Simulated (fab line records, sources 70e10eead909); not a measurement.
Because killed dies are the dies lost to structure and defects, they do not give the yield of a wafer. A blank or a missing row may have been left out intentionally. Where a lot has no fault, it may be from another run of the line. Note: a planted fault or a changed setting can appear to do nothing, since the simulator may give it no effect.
Matching of chambers ; flow nand harc ; 4 sister chambers for NHARC_P_ZERO_WELL_ETCH_63 on rie si-03
The step etches the open film in HBr/Cl2, target depth 120 nm, time 40.1 s. 4 wafers are shown with their chamber, then 6 later ones without.

## WAFERS PAIRED WITH THEIR CHAMBERS
wafer;chamber;drypump motor current A (A)
L899.6;2;4.9
L902.3;1;5.6
L903.1;0;5.7
L903.2;3;5.4

## WAFERS WHOSE CHAMBER IS MISSING
wafer;drypump motor current A (A)
L912.2;5.4
L912.5;5.6
L912.6;5.5
L913.3;4.9
L913.4;5.4
L913.5;4.9

## CHAMBER TAKEN BY EACH
wafer;from the rows above;in truth
L912.2;3;3
L912.5;1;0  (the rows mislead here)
L912.6;can't be placed: 1 or 3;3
L913.3;2;2
L913.4;3;3
L913.5;2;2
Correct placement for 4 of the 6. From these rows, 1 cannot be placed; in 1 the true chamber is one of the candidates. Number placed wrongly: 1.
How it was worked out, from the rows above alone: a wafer's distance from a chamber is the root of the sum, over the readings, of the square of ((its reading less the chamber's mean) divided by the reading's scatter). The wafer belongs to the nearest chamber; if the next one is less than 2 further off, it can't be placed. A chamber's mean is the mean of its shown wafers. The scatter: with one shown wafer a chamber, the root of the mean of the squares of how far each hidden wafer lies from its nearest shown one.
